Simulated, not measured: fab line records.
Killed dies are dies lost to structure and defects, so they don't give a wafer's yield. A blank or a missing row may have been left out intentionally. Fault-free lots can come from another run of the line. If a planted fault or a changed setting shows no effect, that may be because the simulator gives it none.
Chamber matching | flow nand-harc | NHARC_P_M0_ETCH_34 on rie-diel-05: 4 sister chambers
The step etches the open film in N2/H2, target depth 40 nm, overetch 12 nm, time 43.94 s. 20 wafers are shown with their chamber, then 10 later ones without.

== WAFERS PAIRED WITH THEIR CHAMBERS ==
wafer  | chamber | showerhead-plenum-p-Torr (Torr) | rf-vpp-V (V) | throttle-valve-pct (%)
L074.1 | 1       | 2.09                            | 432.8        | 14.168
L074.2 | 0       | 2.12                            | 432.3        | 14.174
L074.3 | 2       | 2.00                            | 429.5        | 14.184
L076.1 | 0       | 2.12                            | 431.0        | 14.170
L076.2 | 2       | 2.00                            | 428.2        | 14.159
L076.3 | 1       | 2.09                            | 432.6        | 14.160
L078.2 | 0       | 2.12                            | 430.3        | 14.179
L078.4 | 2       | 2.00                            | 428.8        | 14.169
L078.5 | 2       | 2.00                            | 428.7        | 14.161
L079.2 | 1       | 2.09                            | 430.6        | 14.166
L079.5 | 1       | 2.09                            | 431.3        | 14.154
L079.6 | 2       | 2.00                            | 428.8        | 14.173
L080.1 | 0       | 2.12                            | 434.2        | 14.184
L080.2 | 2       | 2.00                            | 429.2        | 14.157
L080.4 | 1       | 2.09                            | 431.3        | 14.160
L085.2 | 3       | 2.14                            | 433.3        | 14.160
L085.3 | 2       | 1.99                            | 429.4        | 14.167
L085.5 | 3       | 2.14                            | 433.4        | 14.163
L087.3 | 3       | 2.14                            | 433.5        | 14.167
L087.5 | 2       | 1.99                            | 428.0        | 14.164

SIGNATURES (means of the wafers above)
reading                  | chamber 0 | chamber 1 | chamber 2 | chamber 3 | scatter within a chamber
showerhead-plenum-p-Torr | 2.1200    | 2.0900    | 1.9975    | 2.1400    | 0.00306
rf-vpp-V                 | 431.950   | 431.720   | 428.825   | 433.400   | 0.948
throttle-valve-pct       | 14.17675  | 14.16160  | 14.16675  | 14.16333  | 0.00705
Rule: distance of a wafer from a chamber = root of the sum over the readings of ((wafer's reading minus chamber's mean) / reading's scatter) squared. If the next closest chamber is less than 2 further off than the closest, the wafer can't be placed; otherwise it belongs to the closest. The scatter: take each reading less its chamber's mean, square it, sum over the shown wafers, divide by the number of wafers less the number of chambers, and take the root.

== WAFERS MISSING THEIR CHAMBER ==
wafer  | showerhead-plenum-p-Torr (Torr) | rf-vpp-V (V) | throttle-valve-pct (%)
L087.6 | 2.14                            | 433.0        | 14.166
L088.3 | 1.99                            | 430.5        | 14.163
L088.5 | 2.09                            | 433.1        | 14.183
L088.6 | 2.12                            | 431.4        | 14.179
L094.2 | 2.14                            | 433.2        | 14.173
L094.3 | 2.09                            | 432.2        | 14.168
L094.4 | 2.14                            | 434.3        | 14.177
L097.1 | 1.99                            | 428.9        | 14.178
L097.2 | 2.14                            | 432.8        | 14.179
L097.3 | 2.09                            | 431.1        | 14.162

== EACH ONE'S CHAMBER ==
wafer  | from the rows above | in truth
L087.6 | 3                   | 3
L088.3 | 2                   | 2
L088.5 | 1                   | 1
L088.6 | 0                   | 0
L094.2 | 3                   | 3
L094.3 | 1                   | 1
L094.4 | 3                   | 3
L097.1 | 2                   | 2
L097.2 | 3                   | 3
L097.3 | 1                   | 1
Correct placement for 10 of the 10. From these rows, 0 cannot be placed. 0 placed wrongly.
